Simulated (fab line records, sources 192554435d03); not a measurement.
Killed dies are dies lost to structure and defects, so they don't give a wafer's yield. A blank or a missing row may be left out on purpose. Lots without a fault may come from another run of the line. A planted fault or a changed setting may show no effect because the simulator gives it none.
Chamber matching | flow n5_finfet | N5_BEOL_M0_SAQP_PECVD_96 on pecvd-04: 3 sister chambers
The step deposits a-Si from SiH4/He, target thk 45 nm, time 45.2 s. 6 wafers are shown with their chamber, then 8 later ones without.

WAFERS WITH THEIR CHAMBER
wafer  | chamber | throttle_valve_pct (%) | showerhead_plenum_p_Torr (Torr)
L080.2 | 0       | 19.8                   | 5.701
L081.6 | 0       | 20.1                   | 5.714
L091.3 | 2       | 18.2                   | 5.705
L091.4 | 1       | 19.0                   | 5.640
L091.6 | 2       | 18.0                   | 5.694
L093.1 | 1       | 18.9                   | 5.647

WAFERS WITHOUT THEIR CHAMBER
wafer  | throttle_valve_pct (%) | showerhead_plenum_p_Torr (Torr)
L093.4 | 19.7                   | 5.726
L093.6 | 18.3                   | 5.694
L094.1 | 18.2                   | 5.700
L094.2 | 19.0                   | 5.620
L094.3 | 19.9                   | 5.716
L095.3 | 18.6                   | 5.711
L095.5 | 20.0                   | 5.716
L095.6 | 18.3                   | 5.690

WHICH CHAMBER EACH WENT THROUGH
wafer  | from the rows above | in truth
L093.4 | 0                   | 0
L093.6 | 2                   | 2
L094.1 | 2                   | 2
L094.2 | 1                   | 1
L094.3 | 0                   | 0
L095.3 | 2                   | 2
L095.5 | 0                   | 0
L095.6 | 2                   | 2
Placed correctly: 8 of 8. Can't be placed from these rows: 0. Placed wrongly: 0.
How it was worked out, from the rows above alone: a wafer's distance from a chamber is the root of the sum, over the readings, of the square of ((its reading less the chamber's mean) divided by the reading's scatter). The wafer belongs to the nearest chamber; if the next one is less than 2 further off, it can't be placed. A chamber's mean is the mean of its shown wafers. The scatter: the root of (the sum of the squares of (reading less its chamber's mean) over the shown wafers, divided by (wafers less chambers)).
